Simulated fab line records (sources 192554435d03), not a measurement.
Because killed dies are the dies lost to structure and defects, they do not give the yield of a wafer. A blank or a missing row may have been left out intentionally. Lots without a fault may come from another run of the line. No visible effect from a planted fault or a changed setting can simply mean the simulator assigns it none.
Split-lot study || flow n5 finfet || 39 wafers read from 7 lots, route of 1938 steps

THE SPLIT
At N5_BEOL_M1_DEP_57 (deposits SiCN from 3MS/NH3, target thk 8 nm, time 14 s), the setting target thk a was moved away from the recipe's 80 angstrom on 18 of the 39 wafers read, by -38.8% to +46.5%. For the rest of the wafers, this setting stayed at what the recipe calls for.

The reading comes from the split's own step.

THE READING
SiCN_of_BEOL_M1_DEP_57.thk nm (the simulator's own value, which no gauge read), in nm, at N5_BEOL_M1_DEP_57 (deposits SiCN from 3MS/NH3, target thk 8 nm, time 14 s). The file gives no usual value for it. Here, 21 wafers ran the recipe; their average is 7.9 nm with a standard deviation of 0.13 nm.

{"wafer": "L074.1", "tool, chamber at the split": "pecvd-02, 0,2", "target thk a as run, angstrom": 80, "against the recipe": "recipe", "SiCN_of_BEOL_M1_DEP_57.thk nm, nm": 7.8, "against lot-mates on the recipe": "-"}
{"wafer": "L074.3", "tool, chamber at the split": "pecvd-02, 0,2", "target thk a as run, angstrom": 80, "against the recipe": "recipe", "SiCN_of_BEOL_M1_DEP_57.thk nm, nm": 7.8, "against lot-mates on the recipe": "-"}
{"wafer": "L074.2", "tool, chamber at the split": "pecvd-02, 1,2", "target thk a as run, angstrom": 107.4, "against the recipe": "+34.2%", "SiCN_of_BEOL_M1_DEP_57.thk nm, nm": 10.8, "against lot-mates on the recipe": "+2.9"}
{"wafer": "L074.5", "tool, chamber at the split": "pecvd-02, 1,2", "target thk a as run, angstrom": 107.4, "against the recipe": "+34.2%", "SiCN_of_BEOL_M1_DEP_57.thk nm, nm": 10.8, "against lot-mates on the recipe": "+2.9"}
{"wafer": "L074.4", "tool, chamber at the split": "pecvd-02, 0", "target thk a as run, angstrom": 107.4, "against the recipe": "+34.2%", "SiCN_of_BEOL_M1_DEP_57.thk nm, nm": 11, "against lot-mates on the recipe": "+3.1"}
{"wafer": "L074.6", "tool, chamber at the split": "pecvd-02, 1", "target thk a as run, angstrom": 80, "against the recipe": "recipe", "SiCN_of_BEOL_M1_DEP_57.thk nm, nm": 8.2, "against lot-mates on the recipe": "-"}
{"wafer": "L076.1", "tool, chamber at the split": "pecvd-03, 1", "target thk a as run, angstrom": 62.24, "against the recipe": "-22.2%", "SiCN_of_BEOL_M1_DEP_57.thk nm, nm": 6, "against lot-mates on the recipe": -1.8}
{"wafer": "L076.6", "tool, chamber at the split": "pecvd-03, 1", "target thk a as run, angstrom": 62.24, "against the recipe": "-22.2%", "SiCN_of_BEOL_M1_DEP_57.thk nm, nm": 6, "against lot-mates on the recipe": -1.8}
{"wafer": "L076.2", "tool, chamber at the split": "pecvd-03, 2,0,0", "target thk a as run, angstrom": 80, "against the recipe": "recipe", "SiCN_of_BEOL_M1_DEP_57.thk nm, nm": 7.8, "against lot-mates on the recipe": "-"}
{"wafer": "L076.3", "tool, chamber at the split": "pecvd-03, 2,0,0", "target thk a as run, angstrom": 80, "against the recipe": "recipe", "SiCN_of_BEOL_M1_DEP_57.thk nm, nm": 7.8, "against lot-mates on the recipe": "-"}
{"wafer": "L076.4", "tool, chamber at the split": "pecvd-03, 2,0,0", "target thk a as run, angstrom": 80, "against the recipe": "recipe", "SiCN_of_BEOL_M1_DEP_57.thk nm, nm": 7.8, "against lot-mates on the recipe": "-"}
{"wafer": "L076.5", "tool, chamber at the split": "pecvd-03, 2", "target thk a as run, angstrom": 62.24, "against the recipe": "-22.2%", "SiCN_of_BEOL_M1_DEP_57.thk nm, nm": 6.2, "against lot-mates on the recipe": -1.6}
{"wafer": "L083.1", "tool, chamber at the split": "pecvd-02, 2", "target thk a as run, angstrom": 95.24, "against the recipe": "+19.0%", "SiCN_of_BEOL_M1_DEP_57.thk nm, nm": 9.4, "against lot-mates on the recipe": "+1.4"}
{"wafer": "L083.2", "tool, chamber at the split": "pecvd-02, 1,0,2", "target thk a as run, angstrom": 80, "against the recipe": "recipe", "SiCN_of_BEOL_M1_DEP_57.thk nm, nm": 8, "against lot-mates on the recipe": "-"}
{"wafer": "L083.3", "tool, chamber at the split": "pecvd-02, 1,0,2", "target thk a as run, angstrom": 80, "against the recipe": "recipe", "SiCN_of_BEOL_M1_DEP_57.thk nm, nm": 8, "against lot-mates on the recipe": "-"}
{"wafer": "L083.4", "tool, chamber at the split": "pecvd-02, 1,0,2", "target thk a as run, angstrom": 80, "against the recipe": "recipe", "SiCN_of_BEOL_M1_DEP_57.thk nm, nm": 8, "against lot-mates on the recipe": "-"}
{"wafer": "L083.5", "tool, chamber at the split": "pecvd-02, 1,0", "target thk a as run, angstrom": 95.24, "against the recipe": "+19.0%", "SiCN_of_BEOL_M1_DEP_57.thk nm, nm": 9.6, "against lot-mates on the recipe": "+1.6"}
{"wafer": "L083.6", "tool, chamber at the split": "pecvd-02, 1,0", "target thk a as run, angstrom": 95.24, "against the recipe": "+19.0%", "SiCN_of_BEOL_M1_DEP_57.thk nm, nm": 9.6, "against lot-mates on the recipe": "+1.6"}
{"wafer": "L087.1", "tool, chamber at the split": "pecvd-04, 0", "target thk a as run, angstrom": 80, "against the recipe": "recipe", "SiCN_of_BEOL_M1_DEP_57.thk nm, nm": 8.2, "against lot-mates on the recipe": "-"}
{"wafer": "L087.2", "tool, chamber at the split": "pecvd-04, 1", "target thk a as run, angstrom": 80, "against the recipe": "recipe", "SiCN_of_BEOL_M1_DEP_57.thk nm, nm": 7.8, "against lot-mates on the recipe": "-"}
{"wafer": "L087.6", "tool, chamber at the split": "pecvd-04, 1", "target thk a as run, angstrom": 80, "against the recipe": "recipe", "SiCN_of_BEOL_M1_DEP_57.thk nm, nm": 7.8, "against lot-mates on the recipe": "-"}
{"wafer": "L087.3", "tool, chamber at the split": "pecvd-04, 1", "target thk a as run, angstrom": 52.66, "against the recipe": "-34.2%", "SiCN_of_BEOL_M1_DEP_57.thk nm, nm": 5.4, "against lot-mates on the recipe": -2.5}
{"wafer": "L087.4", "tool, chamber at the split": "pecvd-04, 0", "target thk a as run, angstrom": 52.66, "against the recipe": "-34.2%", "SiCN_of_BEOL_M1_DEP_57.thk nm, nm": 5.6, "against lot-mates on the recipe": -2.3}
{"wafer": "L087.5", "tool, chamber at the split": "pecvd-04, 0", "target thk a as run, angstrom": 52.66, "against the recipe": "-34.2%", "SiCN_of_BEOL_M1_DEP_57.thk nm, nm": 5.6, "against lot-mates on the recipe": -2.3}
{"wafer": "L088.1", "tool, chamber at the split": "pecvd-02, 0", "target thk a as run, angstrom": 80, "against the recipe": "recipe", "SiCN_of_BEOL_M1_DEP_57.thk nm, nm": 7.8, "against lot-mates on the recipe": "-"}
{"wafer": "L088.4", "tool, chamber at the split": "pecvd-02, 0", "target thk a as run, angstrom": 80, "against the recipe": "recipe", "SiCN_of_BEOL_M1_DEP_57.thk nm, nm": 7.8, "against lot-mates on the recipe": "-"}
{"wafer": "L088.6", "tool, chamber at the split": "pecvd-02, 0", "target thk a as run, angstrom": 80, "against the recipe": "recipe", "SiCN_of_BEOL_M1_DEP_57.thk nm, nm": 8, "against lot-mates on the recipe": "-"}
{"wafer": "L093.1", "tool, chamber at the split": "pecvd-02, 2", "target thk a as run, angstrom": 80, "against the recipe": "recipe", "SiCN_of_BEOL_M1_DEP_57.thk nm, nm": 7.8, "against lot-mates on the recipe": "-"}
{"wafer": "L093.2", "tool, chamber at the split": "pecvd-02, 0,1", "target thk a as run, angstrom": 80, "against the recipe": "recipe", "SiCN_of_BEOL_M1_DEP_57.thk nm, nm": 8, "against lot-mates on the recipe": "-"}
{"wafer": "L093.5", "tool, chamber at the split": "pecvd-02, 0,1", "target thk a as run, angstrom": 80, "against the recipe": "recipe", "SiCN_of_BEOL_M1_DEP_57.thk nm, nm": 8, "against lot-mates on the recipe": "-"}
{"wafer": "L093.3", "tool, chamber at the split": "pecvd-02, 1,0", "target thk a as run, angstrom": 48.93, "against the recipe": "-38.8%", "SiCN_of_BEOL_M1_DEP_57.thk nm, nm": 4.6, "against lot-mates on the recipe": -3.3}
{"wafer": "L093.4", "tool, chamber at the split": "pecvd-02, 1,0", "target thk a as run, angstrom": 48.93, "against the recipe": "-38.8%", "SiCN_of_BEOL_M1_DEP_57.thk nm, nm": 4.6, "against lot-mates on the recipe": -3.3}
{"wafer": "L093.6", "tool, chamber at the split": "pecvd-02, 2", "target thk a as run, angstrom": 48.93, "against the recipe": "-38.8%", "SiCN_of_BEOL_M1_DEP_57.thk nm, nm": 4.8, "against lot-mates on the recipe": -3.1}
{"wafer": "L097.1", "tool, chamber at the split": "pecvd-02, 1", "target thk a as run, angstrom": 117.2, "against the recipe": "+46.5%", "SiCN_of_BEOL_M1_DEP_57.thk nm, nm": 11.6, "against lot-mates on the recipe": "+3.7"}
{"wafer": "L097.2", "tool, chamber at the split": "pecvd-02, 0", "target thk a as run, angstrom": 117.2, "against the recipe": "+46.5%", "SiCN_of_BEOL_M1_DEP_57.thk nm, nm": 11.8, "against lot-mates on the recipe": "+3.9"}
{"wafer": "L097.5", "tool, chamber at the split": "pecvd-02, 0", "target thk a as run, angstrom": 117.2, "against the recipe": "+46.5%", "SiCN_of_BEOL_M1_DEP_57.thk nm, nm": 11.8, "against lot-mates on the recipe": "+3.9"}
{"wafer": "L097.3", "tool, chamber at the split": "pecvd-02, 2", "target thk a as run, angstrom": 80, "against the recipe": "recipe", "SiCN_of_BEOL_M1_DEP_57.thk nm, nm": 7.8, "against lot-mates on the recipe": "-"}
{"wafer": "L097.4", "tool, chamber at the split": "pecvd-02, 1,2", "target thk a as run, angstrom": 80, "against the recipe": "recipe", "SiCN_of_BEOL_M1_DEP_57.thk nm, nm": 8, "against lot-mates on the recipe": "-"}
{"wafer": "L097.6", "tool, chamber at the split": "pecvd-02, 1,2", "target thk a as run, angstrom": 80, "against the recipe": "recipe", "SiCN_of_BEOL_M1_DEP_57.thk nm, nm": 8, "against lot-mates on the recipe": "-"}
If several chambers appear in one row, that row covers several wafers at once and the file leaves open which wafer was in which chamber.

FIT RESULTS
A straight line over all 39 wafers: SiCN_of_BEOL_M1_DEP_57.thk nm changes by +0.0812 nm for each +1% of target thk a; r = +1.00; the points scatter about the line by 0.17 nm.
The same after taking each lot's own level away (the mean of its wafers on the recipe; 39 wafers): +0.0806 nm for each +1%; r = +1.00; scatter 0.16 nm.
Per that fit: largest target thk a move, reading shift of 3.7 nm.
The lots' own levels span 7.80 to 8.00 nm, that is 1.5 times the standard deviation above.
Hence the lot-to-lot level has little effect on the slope; both slopes agree.
Check: for one of the wafers moved furthest among these (+46.5%), held out of the fit, the line's prediction against its lot-mates is +3.8 nm. Against them it came out at +3.67 nm.

FURTHER SPLITS ON THESE WAFERS
These wafers also went through other splits before the reading. Each is held against what the fit with the lots' levels taken away leaves over:
{"other split on the same wafers": "N5_FIN_SAQP_SPACER2_ALD_28 target thk a", "wafers away from the commonest value": 12, "r with SiCN_of_BEOL_M1_DEP_57.thk nm (lot level and that fit taken away)": "+0.15"}
{"other split on the same wafers": "N5_HKMG_FIN_HK_ALD_01 ald cycles", "wafers away from the commonest value": 12, "r with SiCN_of_BEOL_M1_DEP_57.thk nm (lot level and that fit taken away)": "+0.03"}
{"other split on the same wafers": "N5_GATE_CUT_DESCUM_18 time s", "wafers away from the commonest value": 12, "r with SiCN_of_BEOL_M1_DEP_57.thk nm (lot level and that fit taken away)": "+0.11"}

THE FILE'S OWN FIT
SiCN_of_BEOL_M1_DEP_57.thk nm changes by +0.0806 nm for each +1% of target thk a, r = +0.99.
